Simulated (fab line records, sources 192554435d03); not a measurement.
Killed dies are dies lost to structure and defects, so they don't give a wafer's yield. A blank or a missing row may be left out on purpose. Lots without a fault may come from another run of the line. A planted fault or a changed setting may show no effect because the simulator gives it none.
One fault seen from 3 desks | flow n5_finfet | each desk has only its own numbers; what lay behind them comes last

THE METROLOGY DESK
What the gauges read, lot by lot, whatever tool the lot ran on: means of the sampled wafers that have a number. A lot is out of limits, marked OUT, if its mean lies more than 4 standard deviations from the usual mean; the brackets give that distance. Of its 12 readings 7 are shown: those that lie furthest out on some lot.
Columns: A = thk_nm at N5_ILD0_THK_MEAS_08, usual 139.3 nm; B = DIBL_P at N5_BEOL_M4_RC_MEAS_101, usual 36.5 mV/V; C = IOFF_N at N5_BEOL_M4_RC_MEAS_101, usual 0.16 nA/um; D = ION_N at N5_BEOL_M4_RC_MEAS_101, usual 675 uA/um; E = SS_N at N5_BEOL_M4_RC_MEAS_101, usual 71.6 mV/dec; F = VT_N at N5_BEOL_M4_RC_MEAS_101, usual 249 mV; G = VT_P at N5_BEOL_M4_RC_MEAS_101, usual -250 mV
lot  | first seen here | A     | B    | C    | D   | E    | F   | G
L346 | day 3 23:21     | 138.9 | 35.8 | 0.16 | 676 | 71.7 | 249 | -248
L347 | day 4 00:23     | 140.1 | 36.9 | 0.15 | 673 | 71.3 | 250 | -250
L348 | day 4 07:48     | 139.9 | 35.3 | 0.13 | 680 | 71.2 | 253 | -254
L350 | day 4 17:37     | 139.9 | 35.7 | 0.15 | 680 | 71.3 | 251 | -251
L357 | day 6 15:38     | 139.9 | 37.7 | 0.18 | 681 | 71.9 | 247 | -246
L361 | day 7 16:26     | 139.4 | 37.7 | 0.16 | 667 | 72.4 | 251 | -254
L362 | day 7 18:34     | 137.5 | 34.6 | 0.15 | 685 | 71.3 | 247 | -245
L364 | day 8 08:02     | 138.5 | 36.3 | 0.16 | 669 | 71.6 | 252 | -247
L365 | day 8 13:55     | 140.6 | 33.9 | 0.14 | 677 | 71.5 | 249 | -252
L366 | day 8 20:01     | 138.1 | 39.2 | 0.24 | 700 | 72.6 | 243 | -250
This desk's finding: nothing out of limits on any of the 10 lots.

THE DEFECT DESK
What the inspections along the route counted, lot by lot: means of the sampled wafers that have a number. A lot is out of limits, marked OUT, if its mean lies more than 4 standard deviations from the usual mean; the brackets give that distance.
Columns: A = raw_defect_count at N5_ILD0_INSPECT_06, usual 37
lot  | first seen here | A
L346 | day 4 02:41     | 20
L347 | day 4 03:56     | 31
L348 | day 4 11:20     | 48
L350 | day 4 21:22     | 33
L357 | day 6 18:53     | 21
L361 | day 7 19:41     | 43
L362 | day 7 21:48     | 31
L364 | day 8 11:17     | 49
L365 | day 8 17:14     | 42
L366 | day 8 23:44     | 50
This desk's finding: nothing out of limits on any of the 10 lots.

THE TOOL OWNER'S DESK: rie_diel-01
The tool's own readings at N5_SDB_ETCH_17 (etches SiARC in CF4, target depth 23.4 nm, time 39 s): means of the sampled wafers that have a number, for each lot that ran on this tool. A lot is out of limits, marked OUT, if its mean lies more than 4 standard deviations from the usual mean; the brackets give that distance.
Columns: A = bias_w at N5_SDB_ETCH_17, usual 36.01 W; B = drypump_motor_current_A at N5_SDB_ETCH_17, usual 5.4 A; C = etch_rf_on_time_s at N5_SDB_ETCH_17, usual 39.1 s; D = oes_product_au at N5_SDB_ETCH_17, usual 0.68 a.u.; E = rf_vpp_V at N5_SDB_ETCH_17, usual 184.2 V; F = showerhead_plenum_p_Torr at N5_SDB_ETCH_17, usual 2.15 Torr; G = throttle_valve_pct at N5_SDB_ETCH_17, usual 15.60 %
lot  | first seen here | A     | B   | C    | D    | E     | F    | G
L348 | day 4 11:49     | 35.97 | 5.9 | 38.4 | 0.69 | 184.4 | 2.18 | 15.62
L350 | day 4 21:58     | 35.98 | 5.7 | 39.4 | 0.60 | 184.2 | 2.11 | 15.82
L361 | day 7 20:19     | 35.99 | 6.0 | 37.3 | 0.75 | 184.3 | 2.17 | 15.50
L362 | day 7 22:19     | 35.90 | 5.5 | 38.6 | 0.71 | 183.8 | 2.16 | 15.68
This desk's finding: nothing out of limits on any of the 4 lots.

PUT TOGETHER
The metrology desk saw nothing out of limits.
The defect desk saw nothing out of limits.
The tool owner's desk saw nothing out of limits.

WHAT THE SIMULATOR HAD PUT IN
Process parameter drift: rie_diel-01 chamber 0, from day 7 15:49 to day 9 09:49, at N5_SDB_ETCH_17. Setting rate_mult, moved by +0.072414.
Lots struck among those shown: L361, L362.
